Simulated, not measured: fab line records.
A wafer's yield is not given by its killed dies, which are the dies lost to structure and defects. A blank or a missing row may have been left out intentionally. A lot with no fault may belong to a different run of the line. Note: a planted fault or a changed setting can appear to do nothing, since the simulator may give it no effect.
A struck lot beside a sound one    flow n5-finfet    15 out of 1938 route steps
Sound: wafers L602.1, L602.3, L602.5. Wafers L595.2, L595.6 were the ones struck. The cause comes at the end.
For every step that has rows: the tool of each side, followed by ch and its chambers, followed by its first start. Under that, the readings that differ: sound wafers    struck wafers    difference of the means    sigmas: that difference in standard deviations of wafers without a fault.
alike: a reading whose means differ by less than 2 such deviations, as well as words and numbers matching on both sides. not compared: withheld readings; readings where some wafer has no value; bounds like >300 that might hide an equal value; numbers whose values overlap and for which the record gives no deviation.
The two part at a step that has a row with sigmas, a row that says differs or no value, or rows on one side only. Numbers that have no deviation but don't overlap get no sigmas and don't part them. A reading missing from all wafers of one side parts the sides only when that side holds two or more wafers.

first, 6 steps without rows for these wafers: N5_PASSIVATION_EBR_26; N5_PASSIVATION_SOFTBAKE_25 (time 90 s); N5_PASSIVATION_EXPOSE_27 (exposes mask PAD, defocus 0 nm); N5_PASSIVATION_PEB_28; N5_PASSIVATION_DEVELOP_29 (develop time 60 s); N5_PASSIVATION_HARDBAKE_31 (time 120 s).
N5_PASSIVATION_CD_MEAS_30: the cd target is 4000 nm.
  sound on cd-sem-03 ch 0, day 15 20:14; struck on cd-sem-02 ch 0, day 15 00:45
  alike: cd-nm
N5_PASSIVATION_OVL_MEAS_63:
  sound on overlay-01 ch 0, day 15 20:16; struck on overlay-02 ch 0, day 15 00:47
  alike: PAD_OVL
N5_PASSIVATION_INSPECT_64: inspects for defects (macro).
  sound on defect-inspect-02 at day 15 20:17; struck on defect-inspect-02 at day 15 00:48
  alike: raw-defect-count
N5_PASSIVATION_DESCUM_32: chemistry O2, time 7.9 s.
  sound on rie-diel-04 ch 0,3, day 15 20:28; struck on rie-diel-05 ch 1, day 15 01:30
reading                          sound           struck     difference  sigmas
showerhead-plenum-p-Torr (Torr)  2.21 2.17 2.17  2.00 2.00  -0.18       -2
  alike: drypump-motor-current-A, oes-product-au, rf-vpp-V, throttle-valve-pct
  not compared: rf-hours-counter-h
N5_PASSIVATION_AL_ETCH_33: etches Al in Cl2/BCl3, stops on TaN, target depth 2800 nm, time 466.7 s.
  sound on rie-metal-03 ch 0,1, day 15 20:33; struck on rie-metal-01 ch 0,1, day 15 01:35
  alike: bcl3-flow-sccm, drypump-motor-current-A, oes-product-au, throttle-valve-pct
  not compared: rf-hours-counter-h
N5_PASSIVATION_ETCH_59: etches TaN in Cl2/BCl3, target depth 65 nm, time 34.9 s.
  sound on rie-metal-03 ch 0,1, day 15 20:57; struck on rie-metal-01 ch 0,1, day 15 01:59
  alike: bcl3-flow-sccm, drypump-motor-current-A, oes-product-au, throttle-valve-pct
  not compared: rf-hours-counter-h
N5_PASSIVATION_STRIP_34: strips in O2.
  sound on rie-diel-05 ch 1,2,3, day 15 21:04; struck on rie-diel-03 ch 2, day 15 02:10
  no value came back on the struck wafers for any of 8 readings (bias-power-w (W), chamber-pressure-mTorr (mTorr) and others); on the sound wafers bias-power-w (W) reads 0 0 0
  not compared: rf-hours-counter-h
then, 1 step without rows for these wafers: N5_PASSIVATION_STRIP_51 (strips in post etch residue remover, time 1200 s).
N5_PASSIVATION_PROBE_49:
  the record has rows for the struck wafers here (prober-02, day 15 07:18) and none for the sound ones

## WHERE THEY PART
Earliest at N5_PASSIVATION_DESCUM_32; latest, in this record, at N5_PASSIVATION_PROBE_49.

WHY: what had been put in by the simulator
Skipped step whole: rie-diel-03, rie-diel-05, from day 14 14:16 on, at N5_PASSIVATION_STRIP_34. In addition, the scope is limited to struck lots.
